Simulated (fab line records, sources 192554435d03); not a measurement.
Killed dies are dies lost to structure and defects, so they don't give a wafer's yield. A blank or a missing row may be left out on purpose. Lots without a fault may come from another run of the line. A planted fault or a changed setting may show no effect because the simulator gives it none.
fab line records | flow n5_finfet
record lots=5 wafers=15 last_day=17
route steps=1938 shown STI_FIN_REVEAL@209 DUMMY_GATE@212
lots that met no fault: from a run of the same line without faults
start_h: hours from the record's first day to the start of the lot's first wafer shown | wait_h: hours since the lot's step before | " the same as in the row above | L1.1+2: a row that stands for several wafers | - no value, or no start given | * or withheld: withheld | < > ~ a bound
route shown NAME@n: a module of which the file shows steps, and the number in the route of the first | usual: mean/standard deviation of fault-free wafers | same: alike in all rows | chamber/n: place in a boat | sites: the reading at each site | _std_site: their standard deviation | _edge_site: outer sites' mean less inner sites' | radius_mm: how far each site lies from the wafer's centre | mask NAME#n: copy n | behind: the tool/chamber that last shaped the wafer | hold: why the lot was held/for how many hours/how that ended | device: the transistor (n, p or np) that didn't switch | end of line: the same wafers' tests at the end of the route | a step without rows: its recipe alone | killed: dies lost to structure and defects at the first sort, not the wafer's yield | map: a wafer's dies, x killed, . not, _ none there
set.NAME: the setting as run; set.NAME@STEP: as run at that earlier step | model.NAME: the simulator's own value behind a step, which no gauge read
lots at some steps of the route; a table a step, a row a wafer
services: from which hour (start_h, from the record's first day; less than 0 if before it) a tool's chamber was out of use, for how many hours, and why
## steps
# step N5_STI_FIN_REVEAL_PRECLEAN_18
# recipe chemistry=SC2 time_s=45 temp_c=35 mix=1:1:50
# step N5_STI_FIN_REVEAL_SRD_28
# recipe dry=ipa_marangoni time_s=30 temp_c=23 rinse_liquid=diw
# step N5_STI_FIN_REVEAL_INSPECT_13
# recipe inspect_instrument=darkfield mode=post_clean
# usual raw_defect_count=13/5.5
# columns lot.wafer tool chamber start_h wait_h raw_defect_count
L449.3 defect_inspect-01 - 66.71 0.0 12
L449.5 " - " " 16
L449.6 " - " " 4
L453.1 defect_inspect-01 - 93.20 0.0 25
L453.2 " - " " 6
L453.6 " - " " 8
L456.1 defect_inspect-02 - 109.36 0.0 19
L456.5 " - " " 11
L456.6 " - " " 15
L465.1 defect_inspect-02 - 162.13 0.0 17
L465.4 " - " " 13
L465.6 " - " " 16
L467.1 defect_inspect-01 - 174.92 0.0 7
L467.2 " - " " 11
L467.5 " - " " 12
# step N5_DUMMY_GATE_PRECLEAN_00
# recipe chemistry=O3/DIW time_s=60 temp_c=22 o3_ppm=10
# step N5_DUMMY_GATE_SRD_01
# recipe time_s=30 temp_c=23 rinse_liquid=diw dry=ipa_marangoni
# step N5_DUMMY_GATE_ALD_02
# recipe material=SiO2 target_thk_a=20 temp_c=300 ald_precursor_family=BDEAS ald_co_reactant=O2-plasma pulse_time_s=1 pressure_torr=2
# step N5_DUMMY_GATE_CVD_03
# recipe material=a-Si target_thk_a=1500 temp_c=530 precursor=SiH4 time_s=8042
# step N5_DUMMY_GATE_PRECLEAN_46
# recipe chemistry=DIW time_s=89.5 temp_c=23
# step N5_DUMMY_GATE_SRD_47
# recipe dry_time_s=32 dry=n2_spin spin_rpm=1500
# step N5_DUMMY_GATE_CMP_04
# recipe material=a-Si post_cmp_clean=alkaline_brush
# step N5_DUMMY_GATE_THK_MEAS_05
# usual thk_nm=72.5/1.2
# columns lot.wafer tool chamber start_h wait_h thk_nm
L449.3 film_metro-01 - 70.89 0.2 71.6
L449.5 " - " " 72.3
L449.6 " - " " 73.7
L453.1 film_metro-02 - 98.45 0.1 72.1
L453.2 " - " " 71.6
L453.6 " - " " 73.3
L456.1 film_metro-02 - 113.55 0.2 72.8
L456.5 " - " " 72.5
L456.6 " - " " 71.7
L465.1 film_metro-02 - 166.31 0.1 73.4
L465.4 " - " " 72.6
L465.6 " - " " 74.6
L467.1 film_metro-01 - 179.10 0.1 74.5
L467.2 " - " " 73.4
L467.5 " - " " 73.4
# step N5_DUMMY_GATE_HM_DEP_06
# recipe material=SiNx target_thk_a=800 precursor=DCS/NH3 temp_c=700 pressure_mtorr=300 time_s=5141
# step N5_DUMMY_GATE_PECVD_30
# recipe material=SiO2 target_thk_a=550 temp_c=400 precursor=TEOS/O2 pressure_torr=6.5 rf_w=withheld teos_flow_sccm=withheld gas=O2 flow_sccm=2650 time_s=10.8
# usual chamber_pressure_Torr=6.500/0.014
# columns lot.wafer tool chamber start_h wait_h chamber_pressure_Torr model.SiO2_of_DUMMY_GATE_PECVD_30.thk_nm
L449.3 pecvd-03 0 74.86 0.0 6.473 54
L449.5 " 2 " " 6.495 55.2
L449.6 " 1 " " 6.488 55.8
L453.1 pecvd-04 0 102.42 0.0 6.492 55.2
L453.2 " 1 " " 6.515 54.8
L453.6 " 1 " " 6.515 56
L456.1 pecvd-04 2 117.52 0.0 6.468 54.2
L456.5 " 0 " " 6.500 50.8
L456.6 " 1 " " 6.517 51.4
L465.1 pecvd-03 2 170.28 0.0 6.492 54.4
L465.4 " 1 " " 6.511 55.4
L465.6 " 0 " " 6.504 55.4
L467.1 pecvd-03 2 183.07 0.0 6.513 54.4
L467.2 " 0 " " 6.485 54
L467.5 " 0 " " 6.506 55
# step N5_DUMMY_GATE_COAT_34
# recipe resist=SOC temp_c=250 time_s=60 spin_rpm=1500 resist_thk_nm=60
# step N5_DUMMY_GATE_COAT_35
# recipe resist=SiARC temp_c=220 time_s=60 spin_rpm=1500 resist_thk_nm=10
# step N5_DUMMY_GATE_COAT_28
# recipe resist=underlayer temp_c=205 time_s=60 spin_rpm=1500 resist_thk_nm=10
# step N5_DUMMY_GATE_COAT_09
# recipe resist=CAR-EUV spin_rpm=1500 resist_thk_nm=30
# step N5_DUMMY_GATE_EBR_11
# recipe solvent=PGMEA ebr_width_mm=1.5
# step N5_DUMMY_GATE_SOFTBAKE_10
# recipe temp_c=110 time_s=60 resist=CAR-EUV
# step N5_DUMMY_GATE_EXPOSE_12
# recipe mask_id=GATE na=0.33 source_shape=annular sigma_inner=0.2 sigma_outer=0.6 polarization=unpolarized target_cd_nm=25 dose_mj=34
# step N5_DUMMY_GATE_PEB_13
# recipe peb_temp_c=100 peb_time_s=60 resist=CAR-EUV
# step N5_DUMMY_GATE_DEVELOP_14
# recipe develop_time_s=30 developer=TMAH resist=CAR-EUV rinse_liquid=surfactant_rinse dry=air_spin dev_temp_c=23
# step N5_DUMMY_GATE_CD_MEAS_15
# recipe target_cd_nm=25.8 landing_energy_ev=500 detector=se_inlens
# usual cd_nm=25.07/0.24
# columns lot.wafer tool chamber start_h wait_h cd_nm
L449.3 cd_sem-01 0 75.18 - 25.34
L449.5 " 0 " " 25.19
L449.6 " 0 " " 25.11
L453.1 cd_sem-02 0 102.74 - 25.55
L453.2 " 0 " " 25.29
L453.6 " 0 " " 25.15
L456.1 cd_sem-01 0 117.87 - 25.43
L456.5 " 0 " " 25.44
L456.6 " 0 " " 24.83
L465.1 cd_sem-03 0 170.60 - 25.38
L465.4 " 0 " " 24.87
L465.6 " 0 " " 25.14
L467.1 cd_sem-01 0 183.39 - 25.41
L467.2 " 0 " " 24.98
L467.5 " 0 " " 24.99
# step N5_DUMMY_GATE_OVL_MEAS_16
# recipe points_per_wafer=522
# usual GATE_OVL=0.5/0.66
# columns lot.wafer tool chamber start_h wait_h GATE_OVL[nm]
L449.3 overlay-01 0 75.23 0.0 2.1
L449.5 " 0 " " 1.4
L449.6 " 0 " " 1.3
L453.1 overlay-02 0 102.78 0.0 0.4
L453.2 " 0 " " 0.8
L453.6 " 0 " " 0.6
L456.1 overlay-02 0 117.91 0.0 0.5
L456.5 " 0 " " 0.5
L456.6 " 0 " " 0.6
L465.1 overlay-01 0 170.64 0.0 0.6
L465.4 " 0 " " -0.1
L465.6 " 0 " " 0.5
L467.1 overlay-02 0 183.43 0.0 1.8
L467.2 " 0 " " 1.6
L467.5 " 0 " " 1.6
# step N5_DUMMY_GATE_INSPECT_17
# recipe mode=adi inspect_instrument=brightfield
# usual raw_defect_count=200/47
# columns lot.wafer tool chamber start_h wait_h raw_defect_count
L449.3 defect_inspect-02 - 75.28 0.0 196
L449.5 " - " " 179
L449.6 " - " " 217
L453.1 defect_inspect-02 - 102.84 0.1 222
L453.2 " - " " 163
L453.6 " - " " 188
L456.1 defect_inspect-01 - 117.96 0.1 148
L456.5 " - " " 192
L456.6 " - " " 164
L465.1 defect_inspect-02 - 170.70 0.1 253
L465.4 " - " " 238
L465.6 " - " " 275
L467.1 defect_inspect-02 - 183.49 0.1 185
L467.2 " - " " 221
L467.5 " - " " 147
# step N5_DUMMY_GATE_DESCUM_20
# recipe chemistry=O2 time_s=6.2 source_power_w=50 bias_power_w=20 pressure_mtorr=20 rf_frequency_hz=2.712e+07 temp_c=40 resist=CAR-EUV o2_flow_sccm=225
# usual drypump_motor_current_A=5.76/0.25 oes_product_au=0.79/0.086 rf_vpp_V=243.3/1.4 showerhead_plenum_p_Torr=2.10/0.07 throttle_valve_pct=20.48/0.25
# columns lot.wafer tool chamber start_h wait_h drypump_motor_current_A oes_product_au rf_hours_counter_h rf_vpp_V showerhead_plenum_p_Torr throttle_valve_pct
L449.3 rie_diel-06 2 75.31 0.0 5.52 0.72 180 244.2 2.09 20.42
L449.5 " 1 " " 5.88 0.76 - 244.4 2.20 20.56
L449.6 " 2 " " 5.49 0.72 - 243.4 2.09 20.41
L453.1 rie_diel-05 3 102.87 0.0 6.09 0.68 244 240.9 1.97 20.86
L453.2 " 0 " " 5.83 0.79 120 242.2 2.02 20.65
L453.6 " 2 " " 5.60 0.89 - 244.6 2.12 20.18
L456.1 rie_diel-06 2 118.00 0.0 5.52 0.70 191 241.9 2.09 20.45
L456.5 " 3 " " 5.80 0.94 - 244.3 2.15 20.66
L456.6 " 0 " " 5.82 0.74 - 245.0 2.10 20.66
L465.1 rie_diel-05 2 170.84 0.1 5.58 0.85 53 244.2 2.12 20.20
L465.4 " 3 " " 6.11 0.93 10 246.0 2.22 20.49
L465.6 " 0 " " 5.84 0.77 - 241.5 2.01 20.69
L467.1 rie_diel-03 0 183.56 0.1 5.40 0.71 200 243.6 2.06 20.48
L467.2 " 3 " " 5.23 0.73 179 243.5 2.07 20.43
L467.5 " 1 " " 6.22 0.70 - 240.6 2.00 20.64
# step N5_DUMMY_GATE_ETCH_29
# recipe chemistry=N2/H2 target=underlayer target_depth_a=130 ion_energy_ev=200 pressure_mtorr=30 source_w=840 bias_w=150 n2_flow_sccm=200 h2_flow_sccm=200
# usual drypump_motor_current_A=5.77/0.25 h2_flow_sccm=199.9/0.67 oes_product_au=0.79/0.092 rf_vpp_V=524.1/2.4 showerhead_plenum_p_Torr=2.55/0.083 throttle_valve_pct=17.94/0.22
# columns lot.wafer tool chamber start_h wait_h drypump_motor_current_A h2_flow_sccm oes_product_au rf_hours_counter_h rf_vpp_V showerhead_plenum_p_Torr throttle_valve_pct
L449.3 rie_diel-06 2 75.37 0.0 5.52 199.5 0.71 180 523.5 2.54 17.91
L449.5 " 1 " " 5.91 199.1 0.75 - 526.9 2.66 17.97
L449.6 " 2 " " 5.53 200.3 0.72 - 523.9 2.54 17.89
L453.1 rie_diel-05 3 102.94 0.0 6.08 200.4 0.66 244 518.9 2.40 18.42
L453.2 " 0 " " 5.84 200.1 0.81 120 520.6 2.44 17.94
L453.6 " 2 " " 5.60 199.9 0.92 - 524.5 2.59 17.67
L456.1 rie_diel-06 2 118.06 0.0 5.53 197.9 0.70 191 524.4 2.54 17.91
L456.5 " 3 " " 5.78 199.9 0.95 - 526.8 2.60 18.01
L456.6 " 0 " " 5.84 200.0 0.75 - 524.0 2.53 18.04
L465.1 rie_diel-05 2 170.91 0.0 5.57 200.1 0.89 53 524.1 2.58 17.71
L465.4 " 3 " " 6.15 199.9 0.90 10 527.0 2.71 18.00
L465.6 " 0 " " 5.84 199.7 0.79 - 521.5 2.44 17.99
L467.1 rie_diel-03 0 183.63 0.0 5.38 199.4 0.71 200 523.4 2.53 18.20
L467.2 " 3 " " 5.23 199.5 0.74 179 524.8 2.53 18.09
L467.5 " 1 " " 6.22 199.6 0.72 - 519.6 2.43 18.11
# step N5_DUMMY_GATE_ETCH_36
# recipe chemistry=CF4 target=SiARC target_depth_a=130 pressure_mtorr=40 source_w=545 bias_w=36 Ar_flow_sccm=100 cf4_flow_sccm=100 ion_energy_ev=80
# step N5_DUMMY_GATE_ETCH_37
# recipe chemistry=N2/H2 target=SOC target_depth_a=600 overetch_a=300 temp_c=40 ion_energy_ev=200 pressure_mtorr=30 source_w=840 bias_w=150 n2_flow_sccm=200 h2_flow_sccm=200
# usual drypump_motor_current_A=5.77/0.25 h2_flow_sccm=199.9/0.63 oes_product_au=0.62/0.065 rf_vpp_V=524.2/2.4 showerhead_plenum_p_Torr=2.55/0.083 throttle_valve_pct=17.87/0.22
# columns lot.wafer tool chamber start_h wait_h drypump_motor_current_A h2_flow_sccm oes_product_au rf_hours_counter_h rf_vpp_V showerhead_plenum_p_Torr throttle_valve_pct
L449.3 rie_diel-06 2 75.45 0.0 5.52 200.3 0.57 180 524.6 2.54 17.83
L449.5 " 1 " " 5.93 199.6 0.60 - 526.2 2.66 17.89
L449.6 " 2 " " 5.51 199.7 0.57 - 524.4 2.54 17.84
L453.1 rie_diel-05 3 103.02 0.0 6.13 200.7 0.53 244 519.4 2.40 18.35
L453.2 " 0 " " 5.83 199.3 0.61 120 520.7 2.44 17.89
L453.6 " 2 " " 5.61 200.2 0.70 - 525.4 2.59 17.59
L456.1 rie_diel-06 2 118.14 0.0 5.53 199.3 0.56 191 523.5 2.54 17.85
L456.5 " 3 " " 5.81 200.3 0.74 - 526.0 2.60 17.94
L456.6 " 0 " " 5.83 200.3 0.59 - 524.9 2.53 17.97
L465.1 rie_diel-05 2 170.99 0.0 5.60 199.7 0.68 53 524.5 2.58 17.64
L465.4 " 3 " " 6.11 200.0 0.73 10 528.4 2.71 17.92
L465.6 " 0 " " 5.85 199.6 0.60 - 521.2 2.44 17.92
L467.1 rie_diel-03 0 183.71 0.0 5.39 200.1 0.56 200 522.9 2.53 18.11
L467.2 " 3 " " 5.27 199.4 0.59 179 524.1 2.53 18.00
L467.5 " 1 " " 6.24 200.8 0.56 - 520.1 2.42 18.05
# step N5_DUMMY_GATE_STRIP_38
# recipe chemistry=N2/H2 temp_c=40 n2_flow_sccm=200 h2_flow_sccm=200 rf_frequency_hz=6e+07
# step N5_DUMMY_GATE_STRIP_39
# recipe chemistry=N2/H2 temp_c=40 n2_flow_sccm=200 h2_flow_sccm=200 rf_frequency_hz=6e+07
# step N5_DUMMY_GATE_TRIM_49
# recipe chemistry=O2 resist=SOC time_s=29 target_cd_nm=14 source_power_w=300 bias_power_w=0 O2_flow_sccm=100 temp_c=20
# usual drypump_motor_current_A=5.7/0.43 oes_product_au=1.006/0.018 throttle_valve_pct=8.19/0.16
# columns lot.wafer tool chamber start_h wait_h drypump_motor_current_A oes_product_au rf_hours_counter_h throttle_valve_pct
L449.3 rie_si-01 1 75.54 0.0 5.1 0.982 85 8.15
L449.5 " 3 " " 5.5 0.961 - 8.18
L449.6 " 2 " " 5.6 1.019 - 8.12
L453.1 rie_si-01 3 103.10 0.0 5.5 0.974 114 8.18
L453.2 " 1 " " 5.2 1.010 85 8.14
L453.6 " 3 " " 5.5 0.982 - 8.18
L456.1 rie_si-04 1 118.22 0.0 5.8 1.003 49 8.31
L456.5 " 0 " " 6.0 1.027 - 8.18
L456.6 " 1 " " 5.8 1.009 - 8.32
L465.1 rie_si-06 2 171.08 0.0 5.0 1.028 21 8.26
L465.4 " 0 " " 6.7 1.023 170 8.37
L465.6 " 0 " " 6.7 1.017 - 8.36
L467.1 rie_si-04 2 183.79 0.0 5.4 0.993 138 8.20
L467.2 " 3 " " 5.7 1.000 119 8.49
L467.5 " 3 " " 5.7 0.996 - 8.50
# step N5_DUMMY_GATE_STRIP_40
# recipe chemistry=CF4 resist=SiARC power_w=300 bias_power_w=75 pressure_mtorr=50 cf4_flow_sccm=150 rf_frequency_hz=6e+07
# step N5_DUMMY_GATE_CD_MEAS_50
# recipe target_cd_nm=14
# usual cd_nm=14.0/0.39
# columns lot.wafer tool chamber start_h wait_h cd_nm
L449.3 cd_sem-02 - 75.69 0.0 13.2
L449.5 " - " " 13.9
L449.6 " - " " 13.0
L453.1 cd_sem-01 - 103.25 0.0 14.6
L453.2 " - " " 14.0
L453.6 " - " " 14.0
L456.1 cd_sem-01 - 118.37 0.0 13.1
L456.5 " - " " 13.9
L456.6 " - " " 13.7
L465.1 cd_sem-01 - 171.39 0.0 13.3
L465.4 " - " " 14.1
L465.6 " - " " 14.3
L467.1 cd_sem-01 - 184.16 0.0 14.4
L467.2 " - " " 14.6
L467.5 " - " " 14.8
# step N5_DUMMY_GATE_ETCH_31
# recipe chemistry=C4F6/O2 target=SiO2 mask_material=SOC target_depth_a=825 time_s=27.5 ion_energy_ev=250 pressure_mtorr=30 source_w=345 bias_w=185 Ar_flow_sccm=300 C4F6_flow_sccm=10 O2_flow_sccm=10
# step N5_DUMMY_GATE_STRIP_41
# recipe chemistry=O2 power_w=400 temp_c=40 pressure_mtorr=30 rf_frequency_hz=6e+07 bias_power_w=0 overash_fraction=0.3 o2_flow_sccm=225
# usual drypump_motor_current_A=5.75/0.25 oes_product_au=0.79/0.085 rf_vpp_V=3.7/0.49 showerhead_plenum_p_Torr=2.10/0.066 throttle_valve_pct=16.72/0.2
# columns lot.wafer tool chamber start_h wait_h drypump_motor_current_A oes_product_au rf_hours_counter_h rf_vpp_V showerhead_plenum_p_Torr throttle_valve_pct
L449.3 rie_diel-05 3 76.15 0.0 6.10 0.67 236 3.8 1.97 17.11
L449.5 " 3 " " 6.07 0.68 - 3.8 1.98 17.12
L449.6 " 2 " " 5.57 0.90 - 3.2 2.13 16.39
L453.1 rie_diel-03 1 103.34 0.0 6.23 0.72 162 3.4 2.01 16.85
L453.2 " 0 " " 5.36 0.73 169 4.9 2.07 16.68
L453.6 " 1 " " 6.22 0.73 - 3.5 2.02 16.83
L456.1 rie_diel-06 2 118.47 0.0 5.52 0.71 191 2.6 2.09 16.67
L456.5 " 0 " " 5.83 0.75 - 3.2 2.10 16.86
L456.6 " 3 " " 5.77 0.94 - 3.2 2.15 16.81
L465.1 rie_diel-06 3 171.48 0.0 5.81 0.90 36 3.9 2.14 16.83
L465.4 " 2 " " 5.52 0.70 207 4.0 2.09 16.67
L465.6 " 1 " " 5.92 0.73 - 3.8 2.20 16.85
L467.1 rie_diel-05 2 184.26 0.0 5.56 0.85 57 4.0 2.12 16.45
L467.2 " 0 " " 5.84 0.76 147 4.0 2.02 16.93
L467.5 " 2 " " 5.56 0.84 - 3.2 2.12 16.47
# step N5_DUMMY_GATE_HM_OPEN_21
# recipe chemistry=CH3F/O2 target=SiNx target_depth_a=1200 Ar_flow_sccm=150 CH3F_flow_sccm=30 O2_flow_sccm=23 time_s=171.4 pressure_mtorr=30 source_w=395 bias_w=73 ion_energy_ev=120.7
# step N5_DUMMY_GATE_ETCH_32
# recipe chemistry=CF4 target=SiO2 target_depth_a=35 time_s=3.9 ion_energy_ev=350 pressure_mtorr=10 icp_w=800 bias_w=400 cf4_flow_sccm=80
# step N5_DUMMY_GATE_ETCH_23
# recipe chemistry=HBr/Cl2/O2 HBr_flow_sccm=150 Cl2_flow_sccm=80 O2_flow_sccm=12 bias_w=102 target_depth_a=410 time_s=22.3 target=poly-Si mask_material=SiO2 pressure_mtorr=10 icp_w=800
# step N5_DUMMY_GATE_ETCH_44
# recipe chemistry=HBr/O2 over_etch_frac=0.7 target_depth_a=1275 stop_on=SiO2 ion_energy_ev=60 bias_w=20 target=poly-Si mask_material=SiO2 pressure_mtorr=20 icp_w=400 HBr_flow_sccm=120 O2_flow_sccm=10
# usual drypump_motor_current_A=5.7/0.46 oes_product_au=0.737/0.012 throttle_valve_pct=18.54/0.22
# columns lot.wafer tool chamber start_h wait_h drypump_motor_current_A oes_product_au rf_hours_counter_h throttle_valve_pct model.SiO2_of_DUMMY_GATE_PECVD_30.thk_nm
L449.3 rie_si-06 2 76.44 0.0 5.0 0.754 20 18.75 37.2
L449.5 " 3 " " 5.5 0.734 - 18.34 38.4
L449.6 " 1 " " 6.7 0.738 - 18.37 38.2
L453.1 rie_si-04 1 103.63 0.0 5.8 0.735 49 18.72 38.2
L453.2 " 0 " " 6.0 0.734 181 18.46 37.8
L453.6 " 2 " " 5.4 0.732 - 18.54 38.6
L456.1 rie_si-01 1 118.76 0.0 5.2 0.719 86 18.39 37.2
L456.5 " 3 " " 5.5 0.719 - 18.50 34
L456.6 " 0 " " 6.0 0.732 - 18.16 34.4
L465.1 rie_si-04 3 171.77 0.0 5.7 0.736 119 18.94 37.4
L465.4 " 2 " " 5.4 0.740 138 18.55 38.4
L465.6 " 3 " " 5.7 0.742 - 18.96 38.8
L467.1 rie_si-04 3 184.55 0.0 5.7 0.743 119 18.94 37.2
L467.2 " 0 " " 6.0 0.741 183 18.46 36.6
L467.5 " 2 " " 5.4 0.738 - 18.55 37.4
# step N5_DUMMY_GATE_CD_MEAS_24
# recipe target_cd_nm=15
# usual cd_nm=14.9/0.45
# columns lot.wafer tool chamber start_h wait_h cd_nm
L449.3 cd_sem-02 - 76.56 0.1 14.7
L449.5 " - " " 14.6
L449.6 " - " " 14.5
L453.1 cd_sem-02 - 103.74 0.1 15.1
L453.2 " - " " 14.6
L453.6 " - " " 14.7
L456.1 cd_sem-03 - 118.87 0.1 14.6
L456.5 " - " " 15.2
L456.6 " - " " 14.8
L465.1 cd_sem-01 - 171.88 0.1 14.6
L465.4 " - " " 14.9
L465.6 " - " " 15.3
L467.1 cd_sem-03 - 184.66 0.1 15.4
L467.2 " - " " 15.4
L467.5 " - " " 15.5
## services
# columns tool chamber start_h hours kind
rie_si-04 2 53.29 3.8 repair
rie_diel-05 1 55.98 6.4 repair
rie_diel-05 0 58.55 9.7 repair
rie_si-06 0 74.31 2.6 repair
rie_diel-03 - 76.83 0.6 repair
rie_si-01 2 76.92 11.9 repair
rie_diel-06 2 78.81 9.3 repair
pecvd-04 1 84.19 5.0 scheduled_down
rie_si-04 1 93.20 8.0 repair
rie_diel-03 2 100.80 22.0 repair
rie_diel-06 1 113.13 2.7 repair
rie_diel-03 2 125.25 - clean
rie_diel-03 2 125.25 - consumable_replace:focus_ring
rie_diel-03 2 125.25 - consumable_replace:showerhead
rie_diel-03 2 125.25 35.9 scheduled_down
rie_diel-03 2 125.25 35.9 vent_cycle
rie_diel-05 3 126.60 - clean
rie_diel-05 3 126.60 - consumable_replace:focus_ring
rie_diel-05 3 126.60 - consumable_replace:showerhead
rie_diel-05 3 126.60 13.2 scheduled_down
rie_diel-05 3 126.60 13.2 vent_cycle
rie_diel-05 2 147.57 7.4 repair
rie_si-04 - 179.37 2.8 pm
## key
first_sign none at tools or gauges
model_effect step=N5_DUMMY_GATE_PECVD_30 value=SiO2_of_DUMMY_GATE_PECVD_30.thk_nm without=55.8 struck=51.1
model_effect step=N5_DUMMY_GATE_ETCH_44 value=SiO2_of_DUMMY_GATE_PECVD_30.thk_nm without=38.8 struck=34.2
met_at N5_DUMMY_GATE_PECVD_30
struck_wafers L456.5,L456.6
tester_left_out L456
onset_between 102.42 117.52
fault kind=process_parameter_drift tool=pecvd-04 chamber=- onset_h=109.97 steps=N5_DUMMY_GATE_PECVD_30 channel=time_s offset=* shape=step end_h=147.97 scope=struck_wafers_only acts_in=* stated=*
# tester_left_out: of these lots the tester's yield and bins aren't shown, on N5 and GAA mostly nor the transistor test; their killed dies are dies lost to structure and defects alone, not to doping, threshold or leakage, so they don't give the yield
